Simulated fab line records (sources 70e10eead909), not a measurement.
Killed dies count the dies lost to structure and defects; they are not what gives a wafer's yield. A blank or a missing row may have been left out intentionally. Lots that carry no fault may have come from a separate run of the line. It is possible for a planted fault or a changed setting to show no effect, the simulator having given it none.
Chamber matching | flow nandHarc | 4 sister chambers for NHARC_A_STAIRCASE_ETCH_253 on rieDiel-09
The step etches the open film in C4F8/O2, target depth 50 nm, time 20.2 s. 8 wafers are shown with their chamber, then 11 later ones without.

## EACH WAFER AND ITS CHAMBER
wafer  | chamber | rfVppV (V) | oesProductAu (a.u.)
L078.5 | 2       | 901        | 0.981
L081.6 | 1       | 887        | 0.931
L080.4 | 3       | 902        | 0.936
L080.5 | 0       | 900        | 0.918
L084.2 | 0       | 899        | 0.941
L084.4 | 2       | 899        | 0.948
L084.5 | 1       | 888        | 0.976
L082.1 | 3       | 902        | 0.961

## WAFERS WHOSE CHAMBER IS MISSING
wafer  | rfVppV (V) | oesProductAu (a.u.)
L082.4 | 900        | 0.942
L082.6 | 898        | 0.947
L095.2 | 899        | 0.923
L095.5 | 889        | 0.920
L095.6 | 899        | 0.923
L096.1 | 899        | 0.934
L096.3 | 900        | 0.934
L096.5 | 889        | 0.952
L094.3 | 899        | 0.976
L094.4 | 901        | 0.956
L094.5 | 902        | 0.981

## EACH ONE'S CHAMBER
wafer  | from the rows above          | in truth
L082.4 | can't be placed: 0 or 2 or 3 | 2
L082.6 | can't be placed: 0 or 2      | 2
L095.2 | can't be placed: 0 or 2      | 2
L095.5 | 1                            | 1
L095.6 | can't be placed: 0 or 2      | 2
L096.1 | can't be placed: 0 or 2      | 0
L096.3 | can't be placed: 0 or 2 or 3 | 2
L096.5 | 1                            | 1
L094.3 | can't be placed: 2 or 0      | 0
L094.4 | can't be placed: 3 or 2 or 0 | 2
L094.5 | can't be placed: 3 or 2      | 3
Correct placement for 2 of the 11. Unplaceable from these rows: 9, with the true chamber sitting among the candidates in 9. Number placed wrongly: 0.
How it was worked out, from the rows above alone: a wafer's distance from a chamber is the root of the sum, over the readings, of the square of ((its reading less the chamber's mean) divided by the reading's scatter). If the next closest chamber is less than 2 further off than the closest, the wafer can't be placed; otherwise it belongs to the closest. A chamber's mean is the mean of its shown wafers. How the scatter is found: for the shown wafers, subtract from each reading the mean of its chamber, square and add these, divide the total by (wafers less chambers), then take the root.
